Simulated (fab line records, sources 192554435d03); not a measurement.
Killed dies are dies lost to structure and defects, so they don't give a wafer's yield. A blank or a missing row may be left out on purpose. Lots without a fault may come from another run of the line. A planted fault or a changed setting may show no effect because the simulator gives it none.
Which tool did it? | flow n5_finfet | 7 lots, 21 wafers sampled, at 8 steps of a route of 1938

WHAT THE GAUGES READ, wafer by wafer
N5_BEOL_M9_CD_MEAS_28: target cd 70 nm. Usual: cd_nm 70.1 nm, standard deviation 0.32.
lot  | measured     | on        | cd_nm (nm)     | flag
L732 | day 10 12:02 | cd_sem-01 | 70.2 70.2 70.4 |
L742 | day 12 08:58 | cd_sem-03 | 69.8 69.7 70.2 |
L743 | day 12 23:23 | cd_sem-01 | 69.9 70.5 70.5 |
L745 | day 13 05:13 | cd_sem-03 | 70.0 69.9 69.9 |
L749 | day 14 06:23 | cd_sem-03 | 69.9 70.3 69.9 |
L750 | day 14 17:17 | cd_sem-02 | 70.1 69.7 70.0 |
L754 | day 16 01:11 | cd_sem-02 | 70.5 70.3 70.5 |

N5_BEOL_M9_OCD_MEAS_38. Usual: trench_depth_nm 150.8 nm, standard deviation 2.7.
lot  | measured     | on     | trench_depth_nm (nm) | flag
L732 | day 10 12:41 | ocd-01 | 152.6 148.4 148.2    |
L742 | day 12 09:32 | ocd-01 | 154.8 153.2 216.0    | OFF
L743 | day 13 04:40 | ocd-02 | 218.0 154.8 153.0    | OFF
L745 | day 13 05:49 | ocd-01 | 152.3 153.2 149.1    |
L749 | day 14 07:15 | ocd-02 | 158.9 156.7 150.0    |
L750 | day 14 17:52 | ocd-02 | 152.0 149.3 151.5    |
L754 | day 16 01:46 | ocd-01 | 149.7 153.8 152.5    |

N5_BEOL_M9_THK_MEAS_53: measures by xrf. Usual: M9_THK 138.0 nm, standard deviation 3.
lot  | measured     | on            | M9_THK (nm)       | flag
L732 | day 10 16:01 | film_metro-02 | 139.7 134.8 136.2 |
L742 | day 12 12:05 | film_metro-02 | 141.8 141.0 201.4 | OFF
L743 | day 13 08:23 | film_metro-01 | 202.8 140.3 140.0 | OFF
L745 | day 13 08:08 | film_metro-02 | 141.1 140.6 136.9 |
L749 | day 14 11:40 | film_metro-02 | 147.0 145.4 138.3 |
L750 | day 14 20:18 | film_metro-01 | 139.6 138.0 140.8 |
L754 | day 16 06:08 | film_metro-01 | 137.3 142.3 140.1 |

N5_BEOL_M9_RS_MEAS_57: measures by four-point-probe. Usual: M9_RS 0.151 ohm/sq, standard deviation 0.0033.
lot  | measured     | on            | M9_RS (ohm/sq)    | flag
L732 | day 10 16:08 | film_metro-02 | 0.150 0.155 0.154 |
L742 | day 12 12:13 | film_metro-01 | 0.145 0.147 0.099 | OFF
L743 | day 13 08:31 | film_metro-01 | 0.100 0.148 0.150 | OFF
L745 | day 13 08:16 | film_metro-02 | 0.149 0.148 0.154 |
L749 | day 14 11:48 | film_metro-01 | 0.141 0.142 0.151 |
L750 | day 14 20:26 | film_metro-01 | 0.150 0.151 0.148 |
L754 | day 16 06:17 | film_metro-02 | 0.152 0.147 0.149 |

N5_BEOL_M15_RC_MEAS_101. Usual: COMB_M10 1.45e-11 S/m, standard deviation 2.9e-12; COMB_M11 1.42e-11 S/m, standard deviation 2.7e-12; COMB_M12 6.3e-12 S/m, standard deviation 1.3e-12; COMB_M12_max_site 9.1e-12 S/m, standard deviation 1.9e-12; COMB_M13 4.7e-12 S/m, standard deviation 9.7e-13; COMB_M14 3.6e-12 S/m, standard deviation 8.5e-13; COMB_M15 2.5e-12 S/m, standard deviation 6.5e-13; COMB_M5 3.6e-11 S/m, standard deviation 7.1e-12; COMB_M5_max_site 5.2e-11 S/m, standard deviation 1.1e-11; COMB_M6 2.6e-11 S/m, standard deviation 5.5e-12; COMB_M7 2.4e-11 S/m, standard deviation 5.4e-12; COMB_M8 2.6e-11 S/m, standard deviation 4.7e-12; SERP_M10 3.10 ohm/um, standard deviation 0.07; SERP_M11 3.06 ohm/um, standard deviation 0.083; SERP_M12 0.635 ohm/um, standard deviation 0.016; SERP_M13 0.309 ohm/um, standard deviation 0.0072; SERP_M14 0.164 ohm/um, standard deviation 0.0046; SERP_M5 39.9 ohm/um, standard deviation 1.6; SERP_M6 14.3 ohm/um, standard deviation 0.57; SERP_M7 13.8 ohm/um, standard deviation 0.56; SERP_M8 13.9 ohm/um, standard deviation 0.46; SERP_M9 3.07 ohm/um, standard deviation 0.08; SERP_M9_max_site 3.16 ohm/um, standard deviation 0.095.
lot  | measured     | on        | COMB_M10 (S/m)             | COMB_M11 (S/m)             | COMB_M12 (S/m)          | COMB_M12_max_site (S/m)   | COMB_M13 (S/m)          | COMB_M14 (S/m)          | COMB_M15 (S/m)          | COMB_M5 (S/m)           | COMB_M5_max_site (S/m)  | COMB_M6 (S/m)           | COMB_M7 (S/m)           | COMB_M8 (S/m)           | SERP_M10 (ohm/um) | SERP_M11 (ohm/um) | SERP_M12 (ohm/um) | SERP_M13 (ohm/um) | SERP_M14 (ohm/um) | SERP_M5 (ohm/um) | SERP_M6 (ohm/um) | SERP_M7 (ohm/um) | SERP_M8 (ohm/um) | SERP_M9 (ohm/um) | SERP_M9_max_site (ohm/um) | flag
L732 | day 12 12:10 | prober-02 | 1.61e-11 2.02e-11 1.44e-11 | 1.63e-11 1.68e-11 1.34e-11 | 5.9e-12 7e-12 7.1e-12   | 9e-12 9.7e-12 1.16e-11    | 5.3e-12 4.3e-12 6.7e-12 | 3.7e-12 3.5e-12 4.8e-12 | 2.9e-12 2.2e-12 2e-12   | 4e-11 3.3e-11 4.9e-11   | 6.3e-11 5.2e-11 5.2e-11 | 2.6e-11 2.2e-11 2.9e-11 | 1.9e-11 1.9e-11 2.3e-11 | 2.4e-11 2.2e-11 2.8e-11 | 2.99 3.07 3.09    | 3.03 2.99 2.99    | 0.642 0.621 0.639 | 0.317 0.314 0.318 | 0.167 0.167 0.169 | 37.5 38.0 39.4   | 14.3 14.1 14.2   | 13.8 13.8 13.7   | 14.4 13.8 13.7   | 3.01 3.10 3.10   | 3.19 3.26 3.18            |
L742 | day 14 03:20 | prober-02 | 1.63e-11 1.57e-11 1.36e-11 | 9.9e-12 1.8e-11 1.25e-11   | 5.5e-12 6e-12 5.4e-12   | 8.1e-12 9.1e-12 1.09e-11  | 5e-12 4.8e-12 4.3e-12   | 6.3e-12 5.4e-12 4.7e-12 | 3.7e-12 3.3e-12 3.7e-12 | 3.9e-11 4.8e-11 2.8e-11 | 4.8e-11 6.9e-11 5e-11   | 2.2e-11 2.1e-11 2e-11   | 2.4e-11 2.5e-11 2.1e-11 | 2.1e-11 1.9e-11 2.5e-11 | 3.14 3.20 3.07    | 2.94 3.03 2.98    | 0.648 0.650 0.649 | 0.310 0.308 0.301 | 0.166 0.167 0.171 | 39.2 39.9 41.0   | 13.4 13.8 13.8   | 14.8 15.3 14.6   | 13.8 14.6 14.6   | 2.90 3.05 2.00   | 3.00 3.11 2.04            | OFF
L743 | day 15 03:11 | prober-02 | 1.89e-11 1.45e-11 1.41e-11 | 1.96e-11 1.36e-11 1.43e-11 | 6.8e-12 5.8e-12 6.3e-12 | 9.8e-12 8.8e-12 9e-12     | 6.2e-12 5e-12 5.1e-12   | 5.5e-12 3.2e-12 3.6e-12 | 3.5e-12 2.5e-12 2.1e-12 | 3.6e-11 3.2e-11 4e-11   | 3.8e-11 3.8e-11 6.2e-11 | 2.4e-11 2.5e-11 2.9e-11 | 2.5e-11 3.2e-11 2.3e-11 | 2.7e-11 2.4e-11 2.9e-11 | 3.03 3.16 3.04    | 3.05 3.15 3.08    | 0.602 0.614 0.639 | 0.312 0.295 0.304 | 0.158 0.156 0.166 | 40.3 39.4 40.7   | 13.7 14.5 13.7   | 14.0 13.5 13.2   | 14.1 13.6 14.3   | 2.01 3.01 3.06   | 2.04 3.07 3.19            | OFF
L745 | day 14 20:07 | prober-02 | 1.96e-11 1.59e-11 1.9e-11  | 1.28e-11 1.12e-11 1.43e-11 | 7.7e-12 7e-12 8.5e-12   | 1.16e-11 8.3e-12 1.02e-11 | 4.3e-12 4.2e-12 5.7e-12 | 5.7e-12 4.4e-12 4.4e-12 | 2.5e-12 4.2e-12 2.3e-12 | 4.4e-11 4.5e-11 4.2e-11 | 5.3e-11 5.2e-11 5.5e-11 | 1.6e-11 1.7e-11 2.6e-11 | 2.2e-11 1.6e-11 1.5e-11 | 2.2e-11 3.3e-11 2.5e-11 | 3.07 3.03 3.08    | 3.13 2.88 3.16    | 0.636 0.640 0.648 | 0.310 0.303 0.306 | 0.167 0.155 0.162 | 41.5 39.9 39.5   | 14.5 14.9 14.4   | 14.3 14.0 14.0   | 14.4 14.3 14.8   | 3.03 3.02 3.16   | 3.12 3.10 3.23            |
L749 | day 16 14:12 | prober-02 | 1.2e-11 1.34e-11 1.22e-11  | 1.66e-11 1.54e-11 1.68e-11 | 5.7e-12 6.5e-12 6.8e-12 | 7.5e-12 1.1e-11 9.5e-12   | 6.4e-12 5.9e-12 5.2e-12 | 4.2e-12 3.9e-12 2.7e-12 | 2.8e-12 3.3e-12 2.8e-12 | 3.9e-11 4e-11 4.4e-11   | 6e-11 4.8e-11 6.7e-11   | 2.3e-11 2.2e-11 3.1e-11 | 3.7e-11 2.2e-11 2.6e-11 | 3.6e-11 2.8e-11 2.6e-11 | 3.10 3.00 3.16    | 3.27 3.01 3.05    | 0.663 0.664 0.656 | 0.302 0.309 0.311 | 0.166 0.161 0.168 | 41.2 42.2 40.0   | 14.6 15.2 14.4   | 14.7 13.7 14.9   | 14.4 14.3 14.4   | 2.81 2.84 3.04   | 2.88 2.90 3.15            |
L750 | day 16 15:41 | prober-01 | 1.28e-11 1.41e-11 1.17e-11 | 1.47e-11 1.34e-11 1.62e-11 | 4.6e-12 5.6e-12 4.7e-12 | 8.6e-12 6.9e-12 9.8e-12   | 4.7e-12 4e-12 3.7e-12   | 2.8e-12 3.7e-12 3.9e-12 | 2.2e-12 2.8e-12 2.9e-12 | 3.9e-11 3.5e-11 4.2e-11 | 4.9e-11 5.9e-11 6.4e-11 | 3.2e-11 2.7e-11 3.6e-11 | 1.5e-11 2.3e-11 1.8e-11 | 2.8e-11 2.7e-11 2.6e-11 | 3.10 3.21 3.07    | 3.16 3.07 2.94    | 0.621 0.655 0.615 | 0.295 0.305 0.316 | 0.163 0.163 0.157 | 41.3 41.8 42.4   | 14.7 14.6 13.5   | 13.3 13.0 12.9   | 13.2 14.0 13.4   | 3.02 3.13 3.08   | 3.08 3.21 3.20            |
L754 | day 18 00:25 | prober-01 | 1.32e-11 1.2e-11 9.2e-12   | 1.39e-11 1.52e-11 1.29e-11 | 4.7e-12 4.9e-12 7.6e-12 | 8.1e-12 7.3e-12 1.1e-11   | 6.3e-12 4.3e-12 3.8e-12 | 3.1e-12 3.3e-12 3.2e-12 | 1.1e-12 2e-12 1.8e-12   | 3.5e-11 2.4e-11 4.5e-11 | 5.4e-11 4.3e-11 5e-11   | 2.2e-11 3.2e-11 2.5e-11 | 2.1e-11 2.8e-11 2e-11   | 2.5e-11 2.4e-11 2.7e-11 | 3.05 3.04 3.05    | 3.05 3.05 2.99    | 0.624 0.639 0.613 | 0.313 0.310 0.302 | 0.157 0.172 0.165 | 36.1 37.4 35.1   | 14.0 13.9 14.8   | 13.2 14.1 13.7   | 14.0 14.0 12.7   | 3.11 2.99 3.05   | 3.20 3.07 3.13            |

WHICH TOOL RAN EACH LOT (tool, then ch and the chambers of the sampled wafers, then the start)
lot  | N5_BEOL_M9_ETCH_65                 | N5_BEOL_M9_TRENCH_ETCH_37          | N5_BEOL_M9_SURFACE_TREAT_79
L732 | rie_diel-03 ch 0,2, day 10 12:17   | rie_diel-03 ch 0,2, day 10 12:31   | pvd_sputter-03, day 10 14:56
L742 | rie_diel-03 ch 0,2,3, day 12 09:08 | rie_diel-03 ch 0,2,3, day 12 09:22 | pvd_sputter-02, day 12 10:53
L743 | rie_diel-03 ch 0,2,3, day 12 23:48 | rie_diel-03 ch 0,2,3, day 13 00:02 | pvd_sputter-03, day 13 06:52
L745 | rie_diel-06 ch 0,1,2, day 13 05:24 | rie_diel-06 ch 0,1,2, day 13 05:38 | pvd_sputter-02, day 13 07:04
L749 | rie_diel-01 ch 2,3, day 14 06:50   | rie_diel-01 ch 2,3, day 14 07:04   | pvd_sputter-01, day 14 08:28
L750 | rie_diel-06 ch 0,2,3, day 14 17:28 | rie_diel-06 ch 0,2,3, day 14 17:41 | pvd_sputter-01, day 14 18:57
L754 | rie_diel-06 ch 1,2,3, day 16 01:21 | rie_diel-06 ch 1,2,3, day 16 01:35 | pvd_sputter-02, day 16 03:59
- N5_BEOL_M9_ETCH_65: etches SiARC in CF4, target depth 15.6 nm, time 26 s.
- N5_BEOL_M9_TRENCH_ETCH_37: etches SiCOH lowk in C4F6/O2, target depth 151.43 nm, time 49 s.
- N5_BEOL_M9_SURFACE_TREAT_79

WHAT THE TOOLS THEMSELVES READ (means of the sampled wafers that have a number; where no wafer has one, the mark that the record gives instead)
N5_BEOL_M9_ETCH_65. Usual: drypump_motor_current_A 5.7 A, standard deviation 0.36; etch_rf_on_time_s 26.1 s, standard deviation 0.53; oes_product_au 0.68 a.u., standard deviation 0.068; rf_vpp_V 184.2 V, standard deviation 1.2; showerhead_plenum_p_Torr 2.15 Torr, standard deviation 0.075; throttle_valve_pct 15.54 %, standard deviation 0.25.
lot  | tool        | drypump_motor_current_A (A) | etch_rf_on_time_s (s) | oes_product_au (a.u.) | rf_vpp_V (V) | showerhead_plenum_p_Torr (Torr) | throttle_valve_pct (%) | flag
L732 | rie_diel-03 | 5.2                         | 26.1                  | 0.65                  | 184.0        | 2.12                            | 15.28                  |
L742 | rie_diel-03 | 5.4                         | 26.1                  | 0.71                  | 183.7        | 2.16                            | 15.40                  |
L743 | rie_diel-03 | 5.4                         | 26.1                  | 0.69                  | 184.3        | 2.16                            | 15.40                  |
L745 | rie_diel-06 | 5.7                         | 26.1                  | 0.67                  | 182.8        | 2.12                            | 15.62                  |
L749 | rie_diel-01 | 6.1                         | 24.8                  | 0.82                  | 185.9        | 2.22                            | 15.40                  |
L750 | rie_diel-06 | 5.4                         | 25.9                  | 0.74                  | 184.0        | 2.15                            | 15.67                  |
L754 | rie_diel-06 | 5.5                         | 25.8                  | 0.71                  | 184.4        | 2.17                            | 15.52                  |

N5_BEOL_M9_TRENCH_ETCH_37. Usual: O2_flow_sccm 10.005 sccm, standard deviation 0.03; drypump_motor_current_A 5.7 A, standard deviation 0.37; oes_product_au 0.79 a.u., standard deviation 0.08; rf_vpp_V 662 V, standard deviation 11; showerhead_plenum_p_Torr 2.85 Torr, standard deviation 0.1; throttle_valve_pct 20.78 %, standard deviation 0.27.
lot  | tool        | O2_flow_sccm (sccm) | drypump_motor_current_A (A) | oes_product_au (a.u.) | rf_vpp_V (V) | showerhead_plenum_p_Torr (Torr) | throttle_valve_pct (%) | flag
L732 | rie_diel-03 | 9.971               | 5.2                         | 0.76                  | 659          | 2.81                            | 20.50                  |
L742 | rie_diel-03 | 10.006              | 5.4                         | 0.90                  | 663          | 2.88                            | 20.74                  |
L743 | rie_diel-03 | 9.995               | 5.5                         | 0.88                  | 663          | 2.87                            | 20.75                  |
L745 | rie_diel-06 | 10.009              | 5.6                         | 0.80                  | 657          | 2.80                            | 20.86                  |
L749 | rie_diel-01 | 9.982               | 6.1                         | 0.94                  | 671          | 2.92                            | 20.63                  |
L750 | rie_diel-06 | 10.009              | 5.4                         | 0.86                  | 659          | 2.84                            | 20.94                  |
L754 | rie_diel-06 | 10.037              | 5.5                         | 0.83                  | 666          | 2.88                            | 20.83                  |

THE ANSWER, worked out from the rows above alone
Rule: a lot is off if the mean of its wafers that have a number lies more than 3 standard deviations from the usual mean. A lot without any number at a reading at which 4 lots or more have one is off too. The other lots that the step has rows for count as sound. The gauges are gone through in route order, then the tools' own readings, and for those a lot's mean is taken as printed above. The first step at which some lot is off is used, and at that step the reading that is off furthest; a lot without a number counts as furthest.
Off: L742, L743, at N5_BEOL_M9_OCD_MEAS_38 (trench_depth_nm).
A tool fits if, at a process step before that reading, it ran every lot that is off, and no sound lot after the first of them. The gauges at N5_BEOL_M9_OCD_MEAS_38 aren't tried: what is off there is off at N5_BEOL_M9_THK_MEAS_53 too, on other tools, and a gauge's error can't cause that. One fits: rie_diel-03 at N5_BEOL_M9_ETCH_65 and N5_BEOL_M9_TRENCH_ETCH_37. At N5_BEOL_M9_ETCH_65 its last sound lot is L732 (day 10 12:17), its first lot that is off L742 (day 12 09:08): a fault that began between those two fits.

WHAT THE SIMULATOR HAD PUT IN
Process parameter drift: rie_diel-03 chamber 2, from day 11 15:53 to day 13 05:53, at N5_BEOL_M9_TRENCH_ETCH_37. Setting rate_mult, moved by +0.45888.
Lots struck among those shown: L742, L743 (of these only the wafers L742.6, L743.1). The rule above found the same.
